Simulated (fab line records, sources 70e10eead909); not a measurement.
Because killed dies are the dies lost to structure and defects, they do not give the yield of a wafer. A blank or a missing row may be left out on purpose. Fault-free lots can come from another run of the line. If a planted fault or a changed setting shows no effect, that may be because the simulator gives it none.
fab line records + flow nand-harc
record:
- lots: 7
- wafers: 21
- last-day: 33
route steps=1302 shown P_M1@315 P_M2@318
lots that met no fault: from a run of the same line without faults
start-h: start of the lot's first displayed wafer, in hours after the record's first day + wait-h: hours elapsed since this lot's preceding step + " same as the row above + L1.1+2: a row that stands for several wafers + - no value present, or no start provided + * or withheld: withheld + < > ~ a bound
route shown NAME@n: NAME is a module with steps in the file, n the number in the route of the first one + usual: mean and standard deviation over wafers with no fault + same: alike in all rows + chamber/n: place in a boat + sites: per-site readings + _std_site: the values' standard deviation + _edge_site: mean of outer sites minus mean of inner sites + radius-mm: for every site, how far away it sits from the centre of the wafer + mask NAME#n: copy n + behind: tool/chamber where the wafer was last shaped + hold: what put the lot on hold/how long, in hours/how the hold closed + device: transistor that didn't switch, given as n, p or np + end of line: tests run on the same wafers once the route is complete + where a step has no rows: the recipe by itself + killed: not the wafer's yield, but the dies lost to structure and defects at the first sort + map: per-die view of a wafer (x killed, . not killed, _ where there is no die)
set.NAME: the run value of the setting; set.NAME@STEP: its run value at that earlier step + model.NAME: the simulator's own value behind a step, which no gauge read
lots at selected steps of the route; one table per step, one row per wafer
services: when a tool's chamber went out of use (start-h, in hours from the record's first day, below 0 if earlier), for how many hours, and the reason
== steps ==
step: NHARC_P_M1_INSPECT_27
usual:
- raw-defect-count: 287/96
| lot.wafer | tool              | chamber | start-h | wait-h | raw-defect-count |
|-----------|-------------------|---------|---------|--------|------------------|
| L293.1    | defect-inspect-02 | -       | 139.90  | 0.0    | 481              |
| L293.2    | "                 | -       | "       | "      | 169              |
| L293.5    | "                 | -       | "       | "      | 272              |
| L301.1    | defect-inspect-01 | -       | 214.94  | 0.0    | 342              |
| L301.3    | "                 | -       | "       | "      | 144              |
| L301.6    | "                 | -       | "       | "      | 219              |
| L306.2    | defect-inspect-01 | -       | 274.80  | 0.0    | 493              |
| L306.4    | "                 | -       | "       | "      | 357              |
| L306.6    | "                 | -       | "       | "      | 458              |
| L305.4    | defect-inspect-01 | -       | 281.87  | 0.0    | 359              |
| L305.5    | "                 | -       | "       | "      | 446              |
| L305.6    | "                 | -       | "       | "      | 379              |
| L308.2    | defect-inspect-02 | -       | 298.73  | 0.0    | 139              |
| L308.3    | "                 | -       | "       | "      | 360              |
| L308.6    | "                 | -       | "       | "      | 256              |
| L309.1    | defect-inspect-01 | -       | 300.87  | 0.0    | 238              |
| L309.3    | "                 | -       | "       | "      | 213              |
| L309.4    | "                 | -       | "       | "      | 291              |
| L313.1    | defect-inspect-01 | -       | 345.37  | 0.0    | 313              |
| L313.3    | "                 | -       | "       | "      | 431              |
| L313.6    | "                 | -       | "       | "      | 331              |
step: NHARC_P_M1_PRE_CLEAN_32
recipe:
- time-s: 12
- temp-c: 370
- rf-power-w: 300
- gas: NH3
usual:
- heater-power-w: 608/66
| lot.wafer | tool     | chamber | start-h | wait-h | heater-power-w | since-wet-clean-h |
|-----------|----------|---------|---------|--------|----------------|-------------------|
| L293.2    | pecvd-03 | 2       | 139.96  | 0.1    | 703            | 123               |
| L293.1    | "        | 0       | "       | "      | 612            | 123               |
| L293.5    | "        | 0       | "       | "      | 618            | -                 |
| L301.1    | pecvd-04 | 1       | 215.01  | 0.1    | 591            | 114               |
| L301.3    | "        | 2       | "       | "      | 528            | 114               |
| L301.6    | "        | 0       | "       | "      | 527            | -                 |
| L306.2    | pecvd-02 | 1       | 274.88  | 0.1    | 540            | 35                |
| L306.6    | "        | 0       | "       | "      | 547            | -                 |
| L306.4    | "        | 2       | "       | "      | 646            | -                 |
| L305.6    | pecvd-02 | 2       | 282.03  | 0.1    | 741            | -                 |
| L305.4    | "        | 0       | "       | "      | 618            | -                 |
| L305.5    | "        | 1       | "       | "      | 518            | -                 |
| L308.3    | pecvd-04 | 0       | 298.79  | 0.1    | 642            | 17                |
| L308.2    | "        | 1       | "       | "      | 602            | 17                |
| L308.6    | "        | 1       | "       | "      | 588            | -                 |
| L309.1    | pecvd-04 | 0       | 300.95  | 0.1    | 628            | 19                |
| L309.3    | "        | 1       | "       | "      | 570            | 19                |
| L309.4    | "        | 1       | "       | "      | 555            | -                 |
| L313.1    | pecvd-02 | 1       | 345.63  | 0.3    | 524            | 106               |
| L313.3    | "        | 2       | "       | "      | 652            | 106               |
| L313.6    | "        | 1       | "       | "      | 507            | -                 |
step: NHARC_P_M1_DEP_33
recipe:
- target-thk-a: 300
- temp-c: 370
- target-thk-nm: 30
- pressure-torr: 3
- flow-sccm: 200
- rf-w: 450
- material: SiCN
usual:
- heater-power-w: 546/66
| lot.wafer | tool     | chamber | start-h | wait-h | heater-power-w | since-wet-clean-h |
|-----------|----------|---------|---------|--------|----------------|-------------------|
| L293.2    | pecvd-03 | 2       | 140.04  | 0.1    | 578            | 123               |
| L293.1    | "        | 0       | "       | "      | 613            | 123               |
| L293.5    | "        | 0       | "       | "      | 593            | -                 |
| L301.1    | pecvd-04 | 1       | 215.09  | 0.1    | 475            | 114               |
| L301.3    | "        | 2       | "       | "      | 559            | 114               |
| L301.6    | "        | 0       | "       | "      | 478            | -                 |
| L306.2    | pecvd-02 | 1       | 274.99  | 0.1    | 454            | 35                |
| L306.6    | "        | 0       | "       | "      | 495            | -                 |
| L306.4    | "        | 2       | "       | "      | 674            | -                 |
| L305.6    | pecvd-02 | 2       | 282.19  | 0.2    | 689            | -                 |
| L305.4    | "        | 0       | "       | "      | 548            | -                 |
| L305.5    | "        | 1       | "       | "      | 426            | -                 |
| L308.3    | pecvd-04 | 0       | 298.87  | 0.1    | 587            | 17                |
| L308.2    | "        | 1       | "       | "      | 546            | 17                |
| L308.6    | "        | 1       | "       | "      | 529            | -                 |
| L309.1    | pecvd-04 | 0       | 301.06  | 0.1    | 533            | 19                |
| L309.3    | "        | 1       | "       | "      | 525            | 19                |
| L309.4    | "        | 1       | "       | "      | 520            | -                 |
| L313.1    | pecvd-02 | 1       | 345.74  | 0.1    | 436            | 106               |
| L313.3    | "        | 2       | "       | "      | 598            | 106               |
| L313.6    | "        | 1       | "       | "      | 450            | -                 |
step: NHARC_P_M2_DEP_00
recipe:
- target-thk-a: 1825
- target-thk-nm: 182.5
- temp-c: withheld
- pressure-torr: 5
- flow-sccm: 200
- rf-w: 600
- material: SiOC
step: NHARC_P_M2_DEHYDRATE_01
recipe:
- temp-c: 150
- time-s: 120
step: NHARC_P_M2_HMDS_02
recipe:
- time-s: 30
step: NHARC_P_M2_COAT_34
recipe:
- temp-c: 200
- time-s: 65
step: NHARC_P_M2_COAT_03
recipe:
- spin-rpm: 1500
- resist-thk-nm: 90
step: NHARC_P_M2_SOFTBAKE_04
recipe:
- temp-c: 105
- time-s: 55
step: NHARC_P_M2_EBR_05
step: NHARC_P_M2_EXPOSE_06
recipe:
- na: 1.35
- target-cd-nm: 170
- dose-mj: 80.78
- mask-id: P_M2
step: NHARC_P_M2_PEB_07
recipe:
- peb-temp-c: 100
- peb-time-s: 65
usual:
- chill-plate-temp-C: 22.99/0.12
- exhaust-pa: 45.0/0.87
- peb-time-s: 65/0
| lot.wafer | tool           | chamber | start-h | wait-h | chill-plate-temp-C | exhaust-pa | peb-time-s |
|-----------|----------------|---------|---------|--------|--------------------|------------|------------|
| L293.1    | litho-track-01 | 0       | 141.40  | 0.1    | 22.96              | 45.0       | 65         |
| L293.2    | "              | 0       | "       | "      | 22.90              | 45.4       | 65         |
| L293.5    | "              | 0       | "       | "      | 23.05              | 45.0       | 65         |
| L301.1    | litho-track-06 | 0       | 216.14  | 0.1    | 23.34              | 44.1       | 65         |
| L301.3    | "              | 0       | "       | "      | 23.26              | 44.6       | 65         |
| L301.6    | "              | 0       | "       | "      | 23.31              | 45.6       | 65         |
| L306.2    | litho-track-01 | -       | 276.12  | 0.1    | -                  | -          | -          |
| L306.4    | "              | -       | "       | "      | -                  | -          | -          |
| L306.6    | "              | -       | "       | "      | -                  | -          | -          |
| L305.4    | litho-track-06 | -       | 283.24  | 0.0    | -                  | -          | -          |
| L305.5    | "              | -       | "       | "      | -                  | -          | -          |
| L305.6    | "              | -       | "       | "      | -                  | -          | -          |
| L308.2    | litho-track-01 | -       | 300.04  | 0.1    | -                  | -          | -          |
| L308.3    | "              | -       | "       | "      | -                  | -          | -          |
| L308.6    | "              | -       | "       | "      | -                  | -          | -          |
| L309.1    | litho-track-04 | 0       | 302.13  | 0.1    | 23.05              | 46.1       | 65         |
| L309.3    | "              | 0       | "       | "      | 22.82              | 44.5       | 65         |
| L309.4    | "              | 0       | "       | "      | 22.95              | 44.3       | 65         |
| L313.1    | litho-track-06 | 0       | 346.74  | 0.1    | 22.87              | 43.3       | 65         |
| L313.3    | "              | 0       | "       | "      | 22.93              | 45.2       | 65         |
| L313.6    | "              | 0       | "       | "      | 22.97              | 45.4       | 65         |
step: NHARC_P_M2_DEVELOP_08
recipe:
- develop-time-s: 35
- dev-temp-c: 23
== services ==
| tool           | chamber | start-h | hours | kind        |
|----------------|---------|---------|-------|-------------|
| pecvd-04       | 2       | 129.16  | -     | calibration |
| pecvd-03       | -       | 149.62  | 1.1   | repair      |
| litho-track-01 | -       | 155.00  | 7.0   | pm          |
| pecvd-02       | -       | 161.61  | 1.2   | repair      |
| pecvd-02       | -       | 175.42  | 1.7   | repair      |
| litho-track-06 | -       | 179.00  | 7.0   | pm          |
| pecvd-03       | -       | 185.54  | 13.0  | pm          |
| litho-track-04 | -       | 203.00  | 7.0   | pm          |
| pecvd-04       | -       | 224.24  | 1.5   | repair      |
| pecvd-02       | -       | 227.00  | 13.0  | pm          |
| pecvd-02       | 0       | 227.00  | 13.0  | vent-cycle  |
| pecvd-02       | 1       | 227.00  | 13.0  | vent-cycle  |
| pecvd-02       | 2       | 227.00  | 13.0  | vent-cycle  |
| pecvd-04       | 0       | 235.60  | 22.7  | repair      |
| pecvd-02       | 0       | 240.00  | -     | clean       |
| pecvd-02       | 1       | 240.00  | -     | clean       |
| pecvd-02       | 2       | 240.00  | -     | clean       |
| pecvd-04       | 1       | 243.08  | 8.4   | repair      |
| pecvd-04       | -       | 269.02  | 13.0  | pm          |
| pecvd-04       | 0       | 269.02  | 13.0  | vent-cycle  |
| pecvd-04       | 1       | 269.02  | 13.0  | vent-cycle  |
| pecvd-04       | 2       | 269.02  | 13.0  | vent-cycle  |
| pecvd-04       | 0       | 282.02  | -     | clean       |
| litho-track-01 | -       | 330.00  | 7.0   | pm          |
== key ==
first-sign:
- step: NHARC_P_M2_PEB_07
- reading: tool-record
- direction: missing
effect none on later readings
met-at NHARC_P_M2_PEB_07
struck-wafers L305.4,L305.5,L305.6,L306.2,L306.4,L306.6,L308.2,L308.3,L308.6
later-rows-left-out L305.4,L305.5,L305.6,L306.2,L306.4,L306.6,L308.2,L308.3,L308.6
sort-left-out L305.4,L305.5,L305.6,L306.2,L306.4,L306.6,L308.2,L308.3,L308.6
onset-between 216.14 276.12
fault:
- kind: skipped-step-whole
- tool: litho-track-01,litho-track-06
- chamber: -
- onset-h: 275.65
- steps: NHARC_P_M2_PEB_07
- scope: struck-lots-only
sort-left-out: the simulated sort isn't trusted on such a fault, so these wafers' sort isn't shown, and their yield isn't known
later-rows-left-out: the simulator's readings of these wafers behind a module that went badly wrong aren't trusted and aren't shown, but for the sort
